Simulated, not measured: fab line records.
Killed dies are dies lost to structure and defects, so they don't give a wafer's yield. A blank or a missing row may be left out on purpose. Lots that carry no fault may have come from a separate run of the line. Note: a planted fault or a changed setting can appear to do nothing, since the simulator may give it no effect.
Chamber matching	flow n5-finfet	4 sister chambers for N5_BEOL_M0_SAQP_ETCH_49 on rie-diel-02
The step etches SiO2 in CF4/O2, target depth 37 nm. 14 wafers are shown with their chamber, then 7 later ones without.

== WAFERS, EACH WITH ITS CHAMBER ==
wafer	chamber	showerhead-plenum-p-Torr (Torr)	throttle-valve-pct (%)	rf-vpp-V (V)
L074.4	0	2.09	16.32	241
L074.5	0	2.09	16.34	242
L074.6	1	2.12	15.50	234
L075.1	3	2.18	15.92	234
L075.2	0	2.09	16.34	242
L075.6	1	2.12	15.50	233
L078.1	1	2.12	15.52	234
L078.3	2	2.28	15.95	238
L078.6	1	2.12	15.54	233
L085.3	0	2.09	16.37	242
L085.4	3	2.17	15.95	236
L085.6	2	2.27	15.98	237
L088.3	0	2.08	16.38	242
L088.4	1	2.11	15.57	234

SIGNATURES, as means of the wafers listed above
reading	chamber 0	chamber 1	chamber 2	chamber 3	scatter within a chamber
showerhead-plenum-p-Torr	2.0880	2.1180	2.2750	2.1750	0.0051
throttle-valve-pct	16.3500	15.5260	15.9650	15.9350	0.0261
rf-vpp-V	241.80	233.60	237.50	235.00	0.671
Rule: a wafer's distance from a chamber is the root of the sum, over the readings, of the square of ((its reading less the chamber's mean) divided by the reading's scatter). If the next closest chamber is less than 2 further off than the closest, the wafer can't be placed; otherwise it belongs to the closest. How the scatter is found: for the shown wafers, subtract from each reading the mean of its chamber, square and add these, divide the total by (wafers less chambers), then take the root.

== WAFERS WHOSE CHAMBER IS MISSING ==
wafer	showerhead-plenum-p-Torr (Torr)	throttle-valve-pct (%)	rf-vpp-V (V)
L088.6	2.27	15.98	238
L089.3	2.17	15.96	234
L089.4	2.08	16.38	241
L089.6	2.17	15.94	234
L090.2	2.27	15.98	238
L090.4	2.08	16.40	242
L090.6	2.27	15.99	237

== CHAMBER TAKEN BY EACH ==
wafer	from the rows above	in truth
L088.6	2	2
L089.3	3	3
L089.4	0	0
L089.6	3	3
L090.2	2	2
L090.4	0	0
L090.6	2	2
Correct placement for 7 of the 7. Not placeable from these rows: 0. Number placed wrongly: 0.
